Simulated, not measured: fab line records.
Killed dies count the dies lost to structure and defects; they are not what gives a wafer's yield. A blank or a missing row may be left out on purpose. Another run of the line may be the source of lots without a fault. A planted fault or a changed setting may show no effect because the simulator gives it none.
Matching of chambers	flow n5Finfet	4 sister chambers for N5_BEOL_M0_SAQP_MANDREL_ETCH_20 on rieSi-06
The step etches a-Si in HBr/Cl2, stops on SiNx, target depth 60 nm, bt time 10 s, time 30 s. 14 wafers are shown with their chamber, then 7 later ones without.

## EACH WAFER AND ITS CHAMBER
wafer	chamber	drypumpMotorCurrentA (A)	throttleValvePct (%)	oesProductAu (a.u.)
L074.1	0	5.8	35.1	0.781
L074.3	2	5.6	35.4	0.755
L074.4	3	5.8	35.6	0.776
L081.1	2	5.6	35.4	0.759
L081.2	3	5.8	35.7	0.755
L081.6	1	6.0	35.6	0.761
L084.1	3	5.8	35.6	0.770
L084.2	2	5.6	35.4	0.760
L084.5	2	5.6	35.3	0.758
L085.2	1	6.0	35.6	0.776
L085.4	3	5.8	35.6	0.763
L085.6	1	6.1	35.6	0.769
L087.2	0	5.8	35.1	0.781
L087.4	1	6.1	35.6	0.778

SIGNATURES (means of the wafers above)
reading	chamber 0	chamber 1	chamber 2	chamber 3	scatter within a chamber
drypumpMotorCurrentA	5.800	6.050	5.600	5.800	0.0316
throttleValvePct	35.100	35.600	35.375	35.625	0.0387
oesProductAu	0.78100	0.77100	0.75800	0.76600	0.00662
Rule: a wafer's distance from a chamber is the root of the sum, over the readings, of the square of ((its reading less the chamber's mean) divided by the reading's scatter). The wafer belongs to the nearest chamber; if the next one is less than 2 further off, it can't be placed. How the scatter is found: for the shown wafers, subtract from each reading the mean of its chamber, square and add these, divide the total by (wafers less chambers), then take the root.

## WAFERS WHOSE CHAMBER IS MISSING
wafer	drypumpMotorCurrentA (A)	throttleValvePct (%)	oesProductAu (a.u.)
L087.6	5.8	35.1	0.786
L092.2	5.6	35.4	0.753
L092.3	5.8	35.1	0.773
L092.5	5.6	35.4	0.760
L096.3	5.8	35.1	0.784
L096.5	6.0	35.6	0.779
L096.6	5.8	35.1	0.781

## EACH ONE'S CHAMBER
wafer	from the rows above	in truth
L087.6	0	0
L092.2	2	2
L092.3	0	0
L092.5	2	2
L096.3	0	0
L096.5	1	1
L096.6	0	0
7 of 7 placed correctly. From these rows, 0 cannot be placed. Wrongly placed: 0.
